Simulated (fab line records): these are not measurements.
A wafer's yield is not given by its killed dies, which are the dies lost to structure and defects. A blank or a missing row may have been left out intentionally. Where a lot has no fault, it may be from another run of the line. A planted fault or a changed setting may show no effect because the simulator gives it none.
Which of the tools did it? || flow n5_finfet || 10 lots, 30 wafers sampled, at 1 step of a route of 1938

WHAT THE GAUGES SHOWED, per wafer
N5_BEOL_M0_SAQP_INSPECT_16: inspects for defects (brightfield).
{"lot": "L375", "measured": "day 5 11:53", "on": "defect_inspect-01", "raw_defect_count": "448 456 354"}
{"lot": "L377", "measured": "day 6 06:53", "on": "defect_inspect-01", "raw_defect_count": "468 370 470"}
{"lot": "L379", "measured": "day 6 12:01", "on": "defect_inspect-02", "raw_defect_count": "574 626 657"}
{"lot": "L386", "measured": "day 8 08:02", "on": "defect_inspect-02", "raw_defect_count": "467 376 784"}
{"lot": "L387", "measured": "day 8 14:07", "on": "defect_inspect-01", "raw_defect_count": "531 622 670"}
{"lot": "L391", "measured": "day 9 11:15", "on": "defect_inspect-01", "raw_defect_count": "532 413 592"}
{"lot": "L393", "measured": "day 9 22:25", "on": "defect_inspect-02", "raw_defect_count": "586 423 641"}
{"lot": "L394", "measured": "day 10 05:16", "on": "defect_inspect-01", "raw_defect_count": "445 396 574"}
{"lot": "L397", "measured": "day 11 00:13", "on": "defect_inspect-02", "raw_defect_count": "440 481 418"}
{"lot": "L398", "measured": "day 11 05:41", "on": "defect_inspect-02", "raw_defect_count": "417 488 381"}

WHAT TOOL EACH LOT RAN ON (gives the tool, then ch and the chambers of the sampled wafers, and finally the start)
The record holds no process step before these readings.

THE ANSWER, worked out from the rows above alone
Rule: usual is defined by the lots themselves. The widest of any qualifying gaps counts: lots, ordered by their means at a reading, are off when they make up no more than a third of the lots, leave a main group of 4 or more, and stand apart from it by 3 or more times the standard deviation of that group's means. If all means in a main group match to the digits the tables above print for the reading, that group is not used. Also off: a lot with no number at a reading for which 4 or more lots have one. Where the step has rows for the other lots, those lots are counted as sound.
None of the lots is off at any reading shown; this tells nothing.

WHAT THE SIMULATOR PUT IN
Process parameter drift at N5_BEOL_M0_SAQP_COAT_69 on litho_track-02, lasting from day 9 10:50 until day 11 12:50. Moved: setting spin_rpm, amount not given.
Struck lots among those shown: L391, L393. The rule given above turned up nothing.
